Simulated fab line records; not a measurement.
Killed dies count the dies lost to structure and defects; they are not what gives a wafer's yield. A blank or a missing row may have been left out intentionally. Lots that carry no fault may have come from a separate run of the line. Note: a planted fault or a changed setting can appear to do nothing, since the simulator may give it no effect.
Chamber matching :: flow n5_finfet :: rie_diel-06 running N5_DUMMY_GATE_STRIP_41: 4 sister chambers
The step strips in O2. 18 wafers are shown with their chamber, then 9 later ones without.

== WAFERS, EACH WITH ITS CHAMBER ==
wafer: L074.1
chamber: 1
showerhead_plenum_p_Torr (Torr): 2.03
drypump_motor_current_A (A): 5.0
throttle_valve_pct (%): 16.64

wafer: L074.4
chamber: 2
showerhead_plenum_p_Torr (Torr): 2.01
drypump_motor_current_A (A): 5.0
throttle_valve_pct (%): 16.53

wafer: L074.5
chamber: 3
showerhead_plenum_p_Torr (Torr): 2.00
drypump_motor_current_A (A): 5.5
throttle_valve_pct (%): 16.58

wafer: L078.2
chamber: 3
showerhead_plenum_p_Torr (Torr): 2.00
drypump_motor_current_A (A): 5.6
throttle_valve_pct (%): 16.58

wafer: L078.3
chamber: 0
showerhead_plenum_p_Torr (Torr): 2.10
drypump_motor_current_A (A): 5.5
throttle_valve_pct (%): 16.88

wafer: L078.4
chamber: 1
showerhead_plenum_p_Torr (Torr): 2.03
drypump_motor_current_A (A): 5.0
throttle_valve_pct (%): 16.63

wafer: L080.2
chamber: 1
showerhead_plenum_p_Torr (Torr): 2.03
drypump_motor_current_A (A): 5.0
throttle_valve_pct (%): 16.64

wafer: L080.3
chamber: 3
showerhead_plenum_p_Torr (Torr): 2.00
drypump_motor_current_A (A): 5.5
throttle_valve_pct (%): 16.59

wafer: L080.4
chamber: 2
showerhead_plenum_p_Torr (Torr): 2.01
drypump_motor_current_A (A): 5.0
throttle_valve_pct (%): 16.54

wafer: L086.1
chamber: 3
showerhead_plenum_p_Torr (Torr): 1.99
drypump_motor_current_A (A): 5.6
throttle_valve_pct (%): 16.62

wafer: L086.5
chamber: 1
showerhead_plenum_p_Torr (Torr): 2.02
drypump_motor_current_A (A): 4.9
throttle_valve_pct (%): 16.66

wafer: L086.6
chamber: 0
showerhead_plenum_p_Torr (Torr): 2.09
drypump_motor_current_A (A): 5.6
throttle_valve_pct (%): 16.92

wafer: L090.2
chamber: 1
showerhead_plenum_p_Torr (Torr): 2.02
drypump_motor_current_A (A): 4.9
throttle_valve_pct (%): 16.69

wafer: L090.3
chamber: 3
showerhead_plenum_p_Torr (Torr): 1.99
drypump_motor_current_A (A): 5.5
throttle_valve_pct (%): 16.65

wafer: L090.4
chamber: 2
showerhead_plenum_p_Torr (Torr): 2.00
drypump_motor_current_A (A): 5.0
throttle_valve_pct (%): 16.58

wafer: L091.2
chamber: 2
showerhead_plenum_p_Torr (Torr): 2.00
drypump_motor_current_A (A): 5.0
throttle_valve_pct (%): 16.57

wafer: L091.3
chamber: 3
showerhead_plenum_p_Torr (Torr): 1.99
drypump_motor_current_A (A): 5.5
throttle_valve_pct (%): 16.63

wafer: L091.5
chamber: 3
showerhead_plenum_p_Torr (Torr): 1.99
drypump_motor_current_A (A): 5.5
throttle_valve_pct (%): 16.65

SIGNATURES (means of the wafers above)
reading: showerhead_plenum_p_Torr
chamber 0: 2.0950
chamber 1: 2.0260
chamber 2: 2.0050
chamber 3: 1.9943
scatter within a chamber: 0.00562

reading: drypump_motor_current_A
chamber 0: 5.550
chamber 1: 4.960
chamber 2: 5.000
chamber 3: 5.529
scatter within a chamber: 0.0473

reading: throttle_valve_pct
chamber 0: 16.9000
chamber 1: 16.6520
chamber 2: 16.5550
chamber 3: 16.6143
scatter within a chamber: 0.0275
Rule: for each reading, subtract the chamber's mean from the wafer's reading, divide by that reading's scatter and square the result; add these up over the readings and take the root, which gives the wafer's distance from the chamber. If the next closest chamber is less than 2 further off than the closest, the wafer can't be placed; otherwise it belongs to the closest. The scatter: the root of (the sum of the squares of (reading less its chamber's mean) over the shown wafers, divided by (wafers less chambers)).

== WAFERS WITH NO CHAMBER GIVEN ==
wafer: L094.2
showerhead_plenum_p_Torr (Torr): 2.02
drypump_motor_current_A (A): 5.0
throttle_valve_pct (%): 16.69

wafer: L094.3
showerhead_plenum_p_Torr (Torr): 2.00
drypump_motor_current_A (A): 5.0
throttle_valve_pct (%): 16.58

wafer: L094.4
showerhead_plenum_p_Torr (Torr): 1.99
drypump_motor_current_A (A): 5.6
throttle_valve_pct (%): 16.64

wafer: L095.1
showerhead_plenum_p_Torr (Torr): 1.99
drypump_motor_current_A (A): 5.6
throttle_valve_pct (%): 16.65

wafer: L095.3
showerhead_plenum_p_Torr (Torr): 2.02
drypump_motor_current_A (A): 4.9
throttle_valve_pct (%): 16.69

wafer: L095.5
showerhead_plenum_p_Torr (Torr): 2.00
drypump_motor_current_A (A): 5.0
throttle_valve_pct (%): 16.62

wafer: L096.1
showerhead_plenum_p_Torr (Torr): 2.09
drypump_motor_current_A (A): 5.5
throttle_valve_pct (%): 16.91

wafer: L096.3
showerhead_plenum_p_Torr (Torr): 2.02
drypump_motor_current_A (A): 5.0
throttle_valve_pct (%): 16.70

wafer: L096.5
showerhead_plenum_p_Torr (Torr): 2.02
drypump_motor_current_A (A): 4.9
throttle_valve_pct (%): 16.70

== CHAMBER TAKEN BY EACH ==
wafer: L094.2
from the rows above: 1
in truth: 1

wafer: L094.3
from the rows above: 2
in truth: 2

wafer: L094.4
from the rows above: 3
in truth: 3

wafer: L095.1
from the rows above: 3
in truth: 3

wafer: L095.3
from the rows above: 1
in truth: 1

wafer: L095.5
from the rows above: 2
in truth: 2

wafer: L096.1
from the rows above: 0
in truth: 0

wafer: L096.3
from the rows above: 1
in truth: 1

wafer: L096.5
from the rows above: 1
in truth: 1
Correctly placed: 9 of 9. From these rows, 0 cannot be placed. Number placed wrongly: 0.
